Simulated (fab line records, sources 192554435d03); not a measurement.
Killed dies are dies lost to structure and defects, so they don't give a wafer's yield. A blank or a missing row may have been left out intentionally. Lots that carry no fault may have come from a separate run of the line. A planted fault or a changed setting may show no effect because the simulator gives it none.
A struck lot beside a sound one :: flow n5-finfet :: 35 out of 1938 route steps
Sound: the wafers L135.2, L135.4, L135.5. Struck: wafer L143.2; the same lot's L143.4 was not struck, so it is left out; see the end for the cause.
Per side, at each step with rows, come the tool, then ch with its chambers, and then its first start. Under that, the readings that differ: sound wafers :: struck wafers :: difference of the means :: sigmas: that difference in standard deviations of wafers without a fault.
alike: same words and numbers on both sides, and readings whose means sit less than 2 such deviations apart. not compared: any withheld reading, any reading some wafer has no value for, any bound like >300 that may hide the same value, and any number with overlapping values for which the record gives no deviation.
The two part at a step that has a row with sigmas, a row that says differs or no value, or rows on one side only. Numbers that don't overlap but have no deviation are shown without sigmas and don't part them. A reading missing from all wafers of one side parts the sides only when that side holds two or more wafers.

first, 8 steps without rows for these wafers: N5_BEOL_M10_SPUTTER_48 (material Cu, target thk 12 nm, time 2 s); N5_BEOL_M10_ECD_50 (material Cu, target thk 318 nm); N5_BEOL_M10_ANNEAL_51 (time 90 s); N5_BEOL_M10_CMP_52 (polishes, stops on SiCOH lowk, t overpolish 7 s, target thk 140 nm); N5_BEOL_M10_PRE_CLEAN_55 (time 15 s); N5_BEOL_M10_DEP_56 (deposits SiCN from 3MS/NH3, target thk 15 nm, time 26.5 s); N5_BEOL_M11_ILD_DEP_00 (deposits SiCOH lowk from DEMS/porogen, target thk 308.51 nm, time 58 s); N5_BEOL_M11_CURE_71 (cures SiCOH lowk, time 240 s).
N5_BEOL_M11_PECVD_70: deposits SiO2 from TEOS/O2, target thk 20 nm, time 22.7 s.
  sound on pecvd-02 ch 0,1,2, day 11 20:08; struck on pecvd-02 ch 0, day 13 13:04
reading: model.SiO2_of_BEOL_M11_PECVD_70.thk-nm (nm)
sound: 20 20.2 20.4
struck: 10.6
difference: -9.6
sigmas: 
  alike: heater-power-outer-w, heater-power-w, showerhead-plenum-p-Torr, throttle-valve-pct
  not compared: since-wet-clean-h
then, 24 steps without rows for these wafers: N5_BEOL_M11_HM_DEP_02 (deposits TiN, target thk 20 nm); N5_BEOL_M11_COAT_59 (time 60 s, resist thk 100 nm); N5_BEOL_M11_COAT_60 (time 60 s, resist thk 30 nm); N5_BEOL_M11_COAT_05 (resist thk 90 nm); N5_BEOL_M11_EBR_07; N5_BEOL_M11_SOFTBAKE_06 (time 60 s); N5_BEOL_M11_EXPOSE_08 (exposes mask M11); N5_BEOL_M11_PEB_09 (peb time 60 s); N5_BEOL_M11_DEVELOP_10 (develop time 30 s); N5_BEOL_M11_DESCUM_16 (chemistry O2, time 7.9 s); N5_BEOL_M11_ETCH_61 (etches SiARC in CF4, target depth 39 nm, time 65 s); N5_BEOL_M11_ETCH_62 (etches SOC in N2/H2, target depth 110 nm, overetch 22 nm, time 165 s); N5_BEOL_M11_STRIP_68 (strips in N2/H2); N5_BEOL_M11_STRIP_67 (strips in CF4); N5_BEOL_M11_HM_OPEN_17 (chemistry Cl2/BCl3, target TiN, target depth 20 nm, overetch 6 nm); N5_BEOL_M11_STRIP_19 (strips in O2); N5_BEOL_M11_COAT_63 (time 60 s, resist thk 100 nm); N5_BEOL_M11_COAT_64 (time 60 s, resist thk 30 nm); N5_BEOL_M11_COAT_22 (resist thk 90 nm); N5_BEOL_M11_EBR_24; N5_BEOL_M11_SOFTBAKE_23 (time 60 s); N5_BEOL_M11_EXPOSE_25 (exposes mask V10); N5_BEOL_M11_PEB_26 (peb time 60 s); N5_BEOL_M11_DEVELOP_27 (develop time 30 s).
N5_BEOL_M11_HM_STRIP_39: strips TiN in peroxide tin strip, target depth 25 nm, time 158 s.
  sound on wet-bench-04 ch 2,5,6, day 12 01:01; struck on wet-bench-04 ch 6, day 13 18:10
reading: model.SiO2_of_BEOL_M11_PECVD_70.thk-nm (nm)
sound: 20 20 20.2
struck: 10.4
difference: -9.7
sigmas: 
N5_BEOL_M11_CMP_52: polishes, stops on SiCOH lowk, t overpolish 7 s, target thk 140 nm.
  sound on cmp-04 ch 1,2, day 12 04:44; struck on cmp-02 ch 2, day 13 20:46
reading: barrier-field-endpoint-s (s)
sound: 28.6 29.2 28.5
struck: 17.1
difference: -11.7
sigmas: -12

reading: motor-current-A (A)
sound: 6.6 7.2 6.5
struck: 5.2
difference: -1.6
sigmas: -3
  alike: edge-zone-pressure-frac, retaining-ring-pressure-frac

WHERE THEY PART
Only at N5_BEOL_M11_CMP_52, as far as this record shows.

WHY: what the simulator had put in
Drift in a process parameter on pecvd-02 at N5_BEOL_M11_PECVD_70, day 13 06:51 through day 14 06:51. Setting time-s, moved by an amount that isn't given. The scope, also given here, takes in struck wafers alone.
